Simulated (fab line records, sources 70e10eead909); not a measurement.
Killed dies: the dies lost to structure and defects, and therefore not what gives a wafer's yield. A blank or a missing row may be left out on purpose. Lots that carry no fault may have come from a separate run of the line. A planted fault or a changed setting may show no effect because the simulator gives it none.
Which of the tools did it? -- flow nand-harc -- 18 lots, 54 wafers sampled, at 5 steps of a route of 1302

== WHAT EACH GAUGE READ, for each wafer ==
NHARC_A_SGD_CUT_INSPECT_11. Usual: 56 for raw-defect-count, sd 34.
lot,measured,on,raw-defect-count,flag
L075,day 19 23:09,defect-inspect-01,116 110 89,
L076,day 19 23:34,defect-inspect-02,8 18 13,
L078,day 20 21:15,defect-inspect-01,98 115 124,
L080,day 21 13:49,defect-inspect-02,64 62 82,
L082,day 21 15:52,defect-inspect-01,132 108 102,
L084,day 23 19:56,defect-inspect-02,55 58 54,
L083,day 23 07:24,defect-inspect-02,33 22 30,
L085,day 24 02:44,defect-inspect-02,70 58 72,
L087,day 25 00:21,defect-inspect-02,64 74 74,
L088,day 25 11:51,defect-inspect-02,78 53 57,
L089,day 25 12:02,defect-inspect-01,86 87 101,
L090,day 26 20:57,defect-inspect-01,95 95 91,
L092,day 27 07:14,defect-inspect-01,73 88 100,
L091,day 27 06:57,defect-inspect-02,26 19 23,
L093,day 27 13:39,defect-inspect-02,24 18 24,
L094,day 27 13:50,defect-inspect-01,72 61 72,
L096,day 28 04:04,defect-inspect-01,5 4 9,
L097,day 28 13:10,defect-inspect-02,12 9 16,

== TOOL THAT RAN EACH LOT (tool first, then ch and the chambers of the sampled wafers, then the start) ==
lot,NHARC_A_STAIRCASE_ETCH_271,NHARC_A_STAIRCASE_HM_OPEN_460,NHARC_A_STAIRCASE_DEP_325,NHARC_A_STAIRCASE_STRIP_475
L075,"rie-diel-02 ch 1,2, day 17 05:33","rie-diel-03 ch 0,2,3, day 19 04:25 or earlier","pecvd-04 ch 0,1,2, day 19 04:25","rie-diel-03 ch 0,1,2, day 19 23:09 or earlier"
L076,"rie-diel-03 ch 1,2,3, day 17 05:43","rie-diel-06 ch 2,3, day 19 04:25 or earlier","pecvd-03 ch 0,2, day 19 04:25","rie-diel-02 ch 0,3, day 19 23:34 or earlier"
L078,"rie-diel-06 ch 0,1, day 18 06:41","rie-diel-02 ch 1,3, day 20 01:37 or earlier","pecvd-03 ch 0,1,2, day 20 01:37","rie-diel-03 ch 1,2,3, day 20 21:15 or earlier"
L080,"rie-diel-06 ch 0,1, day 18 18:41","rie-diel-02 ch 0,2,3, day 20 19:09 or earlier","pecvd-04 ch 1,2, day 20 19:09","rie-diel-03 ch 1,2, day 21 12:11"
L082,"rie-diel-03 ch 0,2,3, day 19 01:52","rie-diel-06 ch 0,1,2, day 20 19:10 or earlier","pecvd-02 ch 0,2, day 20 19:10","rie-diel-02 ch 2,3, day 21 15:52 or earlier"
L084,"rie-diel-03 ch 1,2,3, day 20 13:40","rie-diel-02 ch 0,1,2, day 23 01:24 or earlier","pecvd-02 ch 0,1,2, day 23 01:24","rie-diel-06 ch 2,3, day 23 19:56 or earlier"
L083,"rie-diel-06 ch 0,2, day 20 16:16","rie-diel-03 ch 1,3, day 22 14:53 or earlier","pecvd-04 ch 0,1,2, day 22 14:53","rie-diel-03 ch 0,2, day 23 05:45"
L085,"rie-diel-03 ch 2,3, day 21 08:29","rie-diel-06 ch 0,2,3, day 23 07:58 or earlier","pecvd-02 ch 0,2, day 23 07:58","rie-diel-02 ch 0,2,3, day 24 02:44 or earlier"
L087,"rie-diel-06 ch 0,2,3, day 22 08:11","rie-diel-03 ch 0,2, day 24 08:37 or earlier","pecvd-04 ch 1,2, day 24 08:37","rie-diel-03 ch 0,1,2, day 25 00:21 or earlier"
L088,"rie-diel-06 ch 1,2, day 22 16:57","rie-diel-06 ch 1,2, day 24 17:10 or earlier","pecvd-04 ch 0,1,2, day 24 17:10","rie-diel-06 ch 0,2,3, day 25 11:51 or earlier"
L089,"rie-diel-06 ch 0,2, day 22 18:58","rie-diel-03 ch 0,1, day 24 17:14 or earlier","pecvd-02 ch 1,2, day 24 17:14","rie-diel-03 ch 1,3, day 25 12:02 or earlier"
L090,"rie-diel-06 ch 0,3, day 23 18:34","rie-diel-03 ch 0,1,3, day 26 04:16 or earlier","pecvd-04 ch 1,2, day 26 04:16","rie-diel-06 ch 1,2, day 26 20:57 or earlier"
L092,"rie-diel-06 ch 1,2, day 24 01:46","rie-diel-06 ch 2,3, day 26 12:35 or earlier","pecvd-03 ch 0,1,2, day 26 12:35","rie-diel-02 ch 0,1,3, day 27 07:14 or earlier"
L091,"rie-diel-06 ch 0,1,3, day 24 05:35","rie-diel-03 ch 0,1,3, day 26 12:19 or earlier","pecvd-02 ch 0,1,2, day 26 12:19","rie-diel-06 ch 0,2,3, day 27 06:57 or earlier"
L093,"rie-diel-02 ch 2,3, day 24 13:55","rie-diel-06 ch 1,3, day 26 19:32 or earlier","pecvd-03 ch 1,2, day 26 19:32","rie-diel-06 ch 0,2,3, day 27 13:39 or earlier"
L094,"rie-diel-06 ch 0,1,3, day 25 02:59","rie-diel-02 ch 1,2,3, day 26 19:32 or earlier","pecvd-04 ch 0,1,2, day 26 19:32","rie-diel-02 ch 1,2,3, day 27 13:50 or earlier"
L096,"rie-diel-03 ch 1,2,3, day 25 12:32","rie-diel-06 ch 0,2,3, day 27 10:01 or earlier","pecvd-03 ch 0,1,2, day 27 10:01","rie-diel-02 ch 0,1,3, day 28 04:04 or earlier"
L097,"rie-diel-02 ch 1,2, day 25 21:22","rie-diel-03 ch 0,2,3, day 27 21:00 or earlier","pecvd-04 ch 0,1,2, day 27 21:00","rie-diel-02 ch 0,1, day 28 13:10 or earlier"
- NHARC_A_STAIRCASE_ETCH_271: etches the open film in CF4/CHF3.
- NHARC_A_STAIRCASE_HM_OPEN_460: chemistry O2/COS.
- NHARC_A_STAIRCASE_DEP_325: deposits SiO2, target thk 7200 nm.
- NHARC_A_STAIRCASE_STRIP_475: strips in O2, time 20 s.

== WHAT THE TOOLS THEMSELVES READ (means of the sampled wafers that have a number; where no wafer has one, the mark that the record gives instead) ==
NHARC_A_STAIRCASE_ETCH_271. Usual: bias-w 200.0 W, standard deviation 0.62; chamber-pressure-mTorr 25.000 mTorr, standard deviation 0.022; chf3-flow-sccm 30.01 sccm, standard deviation 0.087; drypump-motor-current-A 5.45 A, standard deviation 0.29; mfc-ar-sccm 0.011 sccm, standard deviation 0.0089; oes-product-au 0.947 a.u., standard deviation 0.023; rf-vpp-V 371.0 V, standard deviation 2.5; showerhead-plenum-p-Torr 1.59 Torr, standard deviation 0.07; throttle-valve-pct 16.802 %, standard deviation 0.009.
lot,tool,bias-w (W),chamber-pressure-mTorr (mTorr),chf3-flow-sccm (sccm),drypump-motor-current-A (A),mfc-ar-sccm (sccm),oes-product-au (a.u.),rf-vpp-V (V),showerhead-plenum-p-Torr (Torr),throttle-valve-pct (%),flag
L075,rie-diel-02,199.9,24.992,29.93,5.79,0.016,0.954,370.7,1.57,16.804,
L076,rie-diel-03,199.8,25.009,30.07,5.60,0.010,0.935,371.2,1.62,16.812,
L078,rie-diel-06,200.1,25.003,30.03,5.09,0.002,0.910,373.6,1.64,16.804,
L080,rie-diel-06,200.0,25.005,29.96,5.18,0.005,0.971,371.8,1.59,16.805,
L082,rie-diel-03,199.8,25.010,30.04,5.39,0.017,0.970,369.6,1.53,16.803,
L084,rie-diel-03,200.6,24.994,29.98,5.63,0.010,0.945,371.4,1.61,16.812,
L083,rie-diel-06,200.4,24.998,30.07,5.28,0.013,0.938,369.4,1.56,16.792,
L085,rie-diel-03,200.3,24.988,30.04,5.56,0.014,0.960,369.4,1.56,16.809,
L087,rie-diel-06,200.3,25.002,29.96,5.45,0.013,0.957,371.5,1.59,16.795,
L088,rie-diel-06,199.5,25.013,30.07,5.35,0.016,0.913,368.4,1.52,16.805,
L089,rie-diel-06,199.4,25.007,30.08,5.14,0.007,0.918,371.6,1.62,16.797,
L090,rie-diel-06,199.8,25.008,30.03,5.31,0.006,0.920,374.0,1.64,16.800,
L092,rie-diel-06,199.7,25.009,29.99,5.35,0.016,0.924,368.9,1.52,16.808,
L091,rie-diel-06,200.3,24.997,29.99,5.40,0.008,0.970,371.6,1.60,16.806,
L093,rie-diel-02,200.1,25.027,30.06,5.45,0.008,0.968,371.2,1.59,16.793,
L094,rie-diel-06,200.1,25.006,30.05,5.37,0.008,0.947,371.2,1.60,16.800,
L096,rie-diel-03,199.8,25.008,29.93,5.59,0.010,0.952,371.4,1.60,16.814,
L097,rie-diel-02,199.6,25.003,30.02,5.66,0.008,0.986,372.8,1.66,16.785,

NHARC_A_STAIRCASE_HM_OPEN_460. Usual: bias-w 299.9 W, standard deviation 0.76; chamber-pressure-mTorr 19.996 mTorr, standard deviation 0.019; drypump-motor-current-A 5.50 A, standard deviation 0.28; mfc-ar-sccm 0.011 sccm, standard deviation 0.0093; oes-product-au 0.994 a.u., standard deviation 0.013; rf-vpp-V 468 V, standard deviation 3.2; showerhead-plenum-p-Torr 3.16 Torr, standard deviation 0.14; throttle-valve-pct 28.330 %, standard deviation 0.0094.
lot,tool,bias-w (W),chamber-pressure-mTorr (mTorr),drypump-motor-current-A (A),mfc-ar-sccm (sccm),oes-product-au (a.u.),rf-vpp-V (V),showerhead-plenum-p-Torr (Torr),throttle-valve-pct (%),flag
L075,rie-diel-03,299.6,20.003,5.40,0.017,1.013,466,3.06,28.324,
L076,rie-diel-06,300.2,20.001,5.77,0.019,0.985,466,3.12,28.331,
L078,rie-diel-02,299.9,19.999,5.39,0.000,1.009,470,3.22,28.332,
L080,rie-diel-02,300.8,19.999,5.64,0.008,0.999,468,3.10,28.332,
L082,rie-diel-06,299.8,19.994,5.23,0.009,0.983,467,3.14,28.337,
L084,rie-diel-02,299.6,19.983,5.75,0.008,1.000,468,3.16,28.327,
L083,rie-diel-03,299.3,19.987,5.78,0.004,0.989,470,3.25,28.328,
L085,rie-diel-06,300.4,19.990,5.45,0.013,0.990,468,3.16,28.329,
L087,rie-diel-03,300.0,19.985,5.32,0.020,0.996,468,3.22,28.334,
L088,rie-diel-06,300.2,19.994,5.31,0.011,0.995,465,3.05,28.342,
L089,rie-diel-03,300.7,20.008,5.63,0.007,0.978,472,3.33,28.323,
L090,rie-diel-03,299.7,20.008,5.56,0.011,0.990,469,3.25,28.333,
L092,rie-diel-06,300.8,19.990,5.76,0.019,0.989,467,3.10,28.331,
L091,rie-diel-03,299.2,19.984,5.54,0.011,0.992,470,3.25,28.326,
L093,rie-diel-06,300.1,20.016,5.72,0.014,0.988,467,3.12,28.326,
L094,rie-diel-02,300.4,20.004,5.55,0.008,1.002,470,3.22,28.330,
L096,rie-diel-06,300.1,19.992,5.46,0.013,0.995,468,3.14,28.323,
L097,rie-diel-03,299.6,20.003,5.39,0.017,1.002,468,3.18,28.319,

NHARC_A_STAIRCASE_DEP_325. Usual: 632 W for heater-power-w, sd 79.
lot,tool,heater-power-w (W),flag
L075,pecvd-04,633,
L076,pecvd-03,597,
L078,pecvd-03,587,
L080,pecvd-04,609,
L082,pecvd-02,686,
L084,pecvd-02,690,
L083,pecvd-04,598,
L085,pecvd-02,713,
L087,pecvd-04,605,
L088,pecvd-04,603,
L089,pecvd-02,634,
L090,pecvd-04,638,
L092,pecvd-03,551,
L091,pecvd-02,732,
L093,pecvd-03,647,
L094,pecvd-04,636,
L096,pecvd-03,612,
L097,pecvd-04,615,

NHARC_A_STAIRCASE_STRIP_475. Usual: value, then standard deviation, for each; chamber-pressure-mTorr 60.00 mTorr / 0.053; drypump-motor-current-A 5.52 A / 0.29; mfc-ar-sccm 0.010 sccm / 0.0093; oes-product-au 0.996 a.u. / 0.013; rf-vpp-V 57.9 V / 0.88; showerhead-plenum-p-Torr 3.59 Torr / 0.15; throttle-valve-pct 17.035 % / 0.0089.
lot,tool,chamber-pressure-mTorr (mTorr),drypump-motor-current-A (A),mfc-ar-sccm (sccm),oes-product-au (a.u.),rf-vpp-V (V),showerhead-plenum-p-Torr (Torr),throttle-valve-pct (%),flag
L075,rie-diel-03,60.04,5.50,0.014,1.012,57.5,3.54,17.030,
L076,rie-diel-02,60.00,5.42,0.000,1.001,57.0,3.47,17.038,
L078,rie-diel-03,60.04,5.62,0.010,0.995,58.4,3.60,17.038,
L080,rie-diel-03,59.98,5.55,0.013,1.000,58.0,3.63,17.027,
L082,rie-diel-02,59.94,5.46,0.008,1.020,57.4,3.56,17.036,
L084,rie-diel-06,60.02,5.78,0.019,0.983,57.4,3.50,17.036,
L083,rie-diel-03,60.02,5.26,0.021,0.989,58.0,3.72,17.032,
L085,rie-diel-02,60.04,5.63,0.008,1.003,57.4,3.47,17.036,
L087,rie-diel-03,60.01,5.49,0.014,0.988,58.0,3.69,17.027,
L088,rie-diel-06,60.01,5.46,0.013,0.992,57.9,3.55,17.043,
L089,rie-diel-03,60.04,5.77,0.004,0.999,57.7,3.65,17.030,
L090,rie-diel-06,60.03,5.38,0.016,1.007,58.0,3.40,17.040,
L092,rie-diel-02,60.02,5.53,0.000,0.990,58.3,3.69,17.029,
L091,rie-diel-06,59.99,5.46,0.013,0.993,56.9,3.55,17.034,
L093,rie-diel-06,59.96,5.46,0.013,0.998,57.9,3.54,17.033,
L094,rie-diel-02,60.02,5.56,0.008,1.005,58.7,3.63,17.025,
L096,rie-diel-02,60.00,5.55,0.000,0.992,58.8,3.69,17.029,
L097,rie-diel-02,60.05,5.74,0.000,0.987,57.8,3.78,17.041,

== THE ANSWER, worked out from the rows above alone ==
Rule: a lot counts as off when the mean over its wafers that have a number is more than 3 standard deviations away from the usual mean. Also off: a lot with no number at a reading for which 4 or more lots have one. Any other lot the step has rows for is counted as sound. First the gauges in route order, then the tools' own readings, where a lot's mean is used as printed above. The first step at which some lot is off is used, and at that step the reading that is off furthest; a lot without a number counts as furthest.
Nothing can be told from this: no lot is off at any reading shown.

== WHAT WAS PUT IN BY THE SIMULATOR ==
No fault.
